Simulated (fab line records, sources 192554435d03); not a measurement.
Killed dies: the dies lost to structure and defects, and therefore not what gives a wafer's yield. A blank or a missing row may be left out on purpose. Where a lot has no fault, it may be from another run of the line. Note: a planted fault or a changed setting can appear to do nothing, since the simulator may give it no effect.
Lot-split experiment | flow n5_finfet | 39 wafers read across 7 lots, on a route 1938 steps long

== ON THE SPLIT ==
At N5_MOL_CONTACT_COAG_ETCH_106 (etches SOC in N2/H2, target depth 80 nm, overetch 16 nm, time 120 s), the setting target_depth_a was moved away from the recipe's 800 angstrom on 15 of the 39 wafers read, by -26.7% to +37.1%. For the rest of the wafers, this setting stayed at what the recipe calls for.

Reading taken at the split's own step.

== THE READING ==
MOL_CONTACT_COAG.cd_offset_nm (the simulator's own value, which no gauge read), in nm, at N5_MOL_CONTACT_COAG_ETCH_106 (etches SOC in N2/H2, target depth 80 nm, overetch 16 nm, time 120 s). The file gives no usual value for it. Across the 24 wafers here that went through the recipe, the average is 0.0 nm and the standard deviation 0.15 nm.

wafer  | tool, chamber at the split | target_depth_a as run, angstrom | against the recipe | MOL_CONTACT_COAG.cd_offset_nm, nm | against lot-mates on the recipe
L074.2 | rie_diel-05, 2             | 800                             | recipe             | -0.2                              | -
L074.4 | rie_diel-05, 1,3           | 800                             | recipe             | 0.2                               | -
L074.6 | rie_diel-05, 1,3           | 800                             | recipe             | 0.2                               | -
L076.1 | rie_diel-02, 3             | 800                             | recipe             | -0.2                              | -
L076.2 | rie_diel-02, 0             | 586.7                           | -26.7%             | -0.4                              | -0.3
L076.3 | rie_diel-02, 2             | 800                             | recipe             | 0                                 | -
L076.4 | rie_diel-02, 3             | 800                             | recipe             | 0                                 | -
L076.5 | rie_diel-02, 2             | 586.7                           | -26.7%             | -0.4                              | -0.3
L076.6 | rie_diel-02, 0             | 586.7                           | -26.7%             | -0.6                              | -0.5
L086.1 | rie_diel-06, 2,0           | 663                             | -17.1%             | -0.4                              | -0.6
L086.2 | rie_diel-06, 2,0           | 663                             | -17.1%             | -0.4                              | -0.6
L086.3 | rie_diel-06, 1             | 800                             | recipe             | 0                                 | -
L086.4 | rie_diel-06, 3             | 800                             | recipe             | 0.2                               | -
L086.5 | rie_diel-06, 0             | 663                             | -17.1%             | -0.2                              | -0.4
L086.6 | rie_diel-06, 3             | 800                             | recipe             | 0.4                               | -
L090.1 | rie_diel-06, 3             | 1097                            | +37.1%             | 0.6                               | +0.7
L090.2 | rie_diel-06, 0             | 800                             | recipe             | 0                                 | -
L090.3 | rie_diel-06, 1             | 1097                            | +37.1%             | 0.6                               | +0.7
L090.4 | rie_diel-06, 2             | 1097                            | +37.1%             | 0.6                               | +0.7
L090.5 | rie_diel-06, 3             | 800                             | recipe             | 0                                 | -
L090.6 | rie_diel-06, 0             | 800                             | recipe             | -0.2                              | -
L092.1 | rie_diel-06, 2,0           | 800                             | recipe             | 0                                 | -
L092.3 | rie_diel-06, 2,0           | 800                             | recipe             | 0                                 | -
L092.2 | rie_diel-06, 1             | 800                             | recipe             | 0                                 | -
L092.4 | rie_diel-06, 3             | 800                             | recipe             | 0                                 | -
L092.5 | rie_diel-06, 1             | 800                             | recipe             | 0                                 | -
L092.6 | rie_diel-06, 0             | 800                             | recipe             | 0.2                               | -
L093.1 | rie_diel-05, 0             | 1038                            | +29.8%             | 0.8                               | +0.8
L093.2 | rie_diel-05, 3             | 1038                            | +29.8%             | 0.8                               | +0.8
L093.3 | rie_diel-05, 2             | 1038                            | +29.8%             | 1                                 | +1.0
L093.4 | rie_diel-05, 1             | 800                             | recipe             | -0.2                              | -
L093.5 | rie_diel-05, 3             | 800                             | recipe             | 0.2                               | -
L093.6 | rie_diel-05, 2             | 800                             | recipe             | 0                                 | -
L096.1 | rie_diel-06, 1             | 800                             | recipe             | 0.2                               | -
L096.2 | rie_diel-06, 2             | 800                             | recipe             | 0                                 | -
L096.3 | rie_diel-06, 3             | 800                             | recipe             | 0.2                               | -
L096.4 | rie_diel-06, 0             | 964.8                           | +20.6%             | 0.4                               | +0.3
L096.5 | rie_diel-06, 0             | 964.8                           | +20.6%             | 0.4                               | +0.3
L096.6 | rie_diel-06, 3             | 964.8                           | +20.6%             | 0.6                               | +0.5
If several chambers appear in one row, that row covers several wafers at once and the file leaves open which wafer was in which chamber.

THE FIT
A straight line over all 39 wafers: MOL_CONTACT_COAG.cd_offset_nm changes by +0.02 nm for each +1% of target_depth_a; r = +0.91; the points scatter about the line by 0.16 nm.
The same after taking each lot's own level away (the mean of its wafers on the recipe; 39 wafers): +0.0209 nm for each +1%; r = +0.92; scatter 0.16 nm.
Per that fit: largest target_depth_a move, reading shift of 0.78 nm.
From -0.07 to 0.20 nm: that is the span of the lots' own levels, equal to 1.7 times the standard deviation above.
The two slopes agree, so the slope changes little with the lot-to-lot level.
Check: with one of the wafers moved furthest among these (+37.1%) left out of the fit, the line predicts +0.794 nm for it against its lot-mates. It came out at +0.667 nm against them.

== OTHER SPLITS ON THESE WAFERS ==
Note: prior to the reading, these wafers also went through further splits. Each is held against what the fit with the lots' levels taken away leaves over:
other split on the same wafers | wafers away from the commonest value | r with MOL_CONTACT_COAG.cd_offset_nm (lot level and that fit taken away)
N5_ZERO_LAYER_PECVD_02 time_s  | 18                                   | -0.31
N5_FIN_SAQP_HM_DEP_03 time_s   | 15                                   | +0.07
N5_SD_EPI_N_DESCUM_14 time_s   | 12                                   | +0.13

== THE WHOLE CHAIN: every reading that the file lists as answering this split, in the file's order ==
step                         | what it does                                                        | reading                                                                                    | change (the file's fit)                | r (the file's)
N5_MOL_CONTACT_COAG_ETCH_106 | etches SOC in N2/H2, target depth 80 nm, overetch 16 nm, time 120 s | SiARC_of_MOL_CONTACT_COAG_COAT_104.thk_nm (the simulator's own value, which no gauge read) | -0.0504 nm for each +1% of the setting | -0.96
N5_MOL_CONTACT_COAG_ETCH_106 | etches SOC in N2/H2, target depth 80 nm, overetch 16 nm, time 120 s | MOL_CONTACT_COAG.cd_offset_nm (the simulator's own value, which no gauge read)             | +0.0209 nm for each +1% of the setting | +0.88

== THE FILE'S OWN FIT ==
MOL_CONTACT_COAG.cd_offset_nm changes by +0.0209 nm for each +1% of target_depth_a, r = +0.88.
